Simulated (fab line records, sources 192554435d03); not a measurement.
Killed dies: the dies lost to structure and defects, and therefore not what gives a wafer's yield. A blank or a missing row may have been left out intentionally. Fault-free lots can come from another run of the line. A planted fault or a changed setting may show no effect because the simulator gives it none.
Chamber matching + flow n5 finfet + rie diel-02 running N5_FIN_SAQP_SPACER2_ETCHBACK_29: 3 sister chambers
The step etches SiO2 in CHF3/O2, target depth 12.2 nm, time 6.1 s. 14 wafers are shown with their chamber, then 7 later ones without.

== WAFERS PAIRED WITH THEIR CHAMBERS ==
| wafer  | chamber | showerhead plenum p Torr (Torr) | drypump motor current A (A) | rf vpp V (V) |
|--------|---------|---------------------------------|-----------------------------|--------------|
| L076.2 | 2       | 2.54                            | 6.2                         | 510          |
| L076.5 | 1       | 2.46                            | 5.2                         | 524          |
| L076.6 | 2       | 2.54                            | 6.2                         | 509          |
| L079.1 | 1       | 2.45                            | 5.3                         | 522          |
| L079.2 | 0       | 2.31                            | 5.8                         | 542          |
| L079.5 | 1       | 2.45                            | 5.3                         | 525          |
| L082.1 | 1       | 2.45                            | 5.2                         | 523          |
| L082.2 | 0       | 2.31                            | 5.8                         | 541          |
| L082.4 | 2       | 2.53                            | 6.2                         | 508          |
| L083.1 | 2       | 2.53                            | 6.2                         | 508          |
| L083.3 | 1       | 2.45                            | 5.3                         | 523          |
| L083.5 | 1       | 2.45                            | 5.3                         | 521          |
| L087.3 | 2       | 2.53                            | 6.2                         | 509          |
| L087.4 | 1       | 2.45                            | 5.2                         | 525          |

SIGNATURES, as means of the wafers listed above
| reading                  | chamber 0 | chamber 1 | chamber 2 | scatter within a chamber |
|--------------------------|-----------|-----------|-----------|--------------------------|
| showerhead plenum p Torr | 2.3100    | 2.4514    | 2.5340    | 0.00432                  |
| drypump motor current A  | 5.800     | 5.257     | 6.200     | 0.0395                   |
| rf vpp V                 | 541.50    | 523.29    | 508.80    | 1.23                     |
Rule: a wafer's distance from a chamber is the root of the sum, over the readings, of the square of ((its reading less the chamber's mean) divided by the reading's scatter). If the next closest chamber is less than 2 further off than the closest, the wafer can't be placed; otherwise it belongs to the closest. The scatter: the root of (the sum of the squares of (reading less its chamber's mean) over the shown wafers, divided by (wafers less chambers)).

== WAFERS MISSING THEIR CHAMBER ==
| wafer  | showerhead plenum p Torr (Torr) | drypump motor current A (A) | rf vpp V (V) |
|--------|---------------------------------|-----------------------------|--------------|
| L087.5 | 2.53                            | 6.2                         | 509          |
| L091.3 | 2.53                            | 6.2                         | 508          |
| L091.5 | 2.44                            | 5.2                         | 524          |
| L091.6 | 2.31                            | 5.8                         | 540          |
| L094.3 | 2.52                            | 6.2                         | 509          |
| L094.5 | 2.44                            | 5.2                         | 524          |
| L094.6 | 2.30                            | 5.8                         | 541          |

== WHICH CHAMBER EACH ONE RAN IN ==
| wafer  | from the rows above | in truth |
|--------|---------------------|----------|
| L087.5 | 2                   | 2        |
| L091.3 | 2                   | 2        |
| L091.5 | 1                   | 1        |
| L091.6 | 0                   | 0        |
| L094.3 | 2                   | 2        |
| L094.5 | 1                   | 1        |
| L094.6 | 0                   | 0        |
Placed correctly: 7 of 7. Left unplaced by these rows: 0. Placed wrongly: 0.
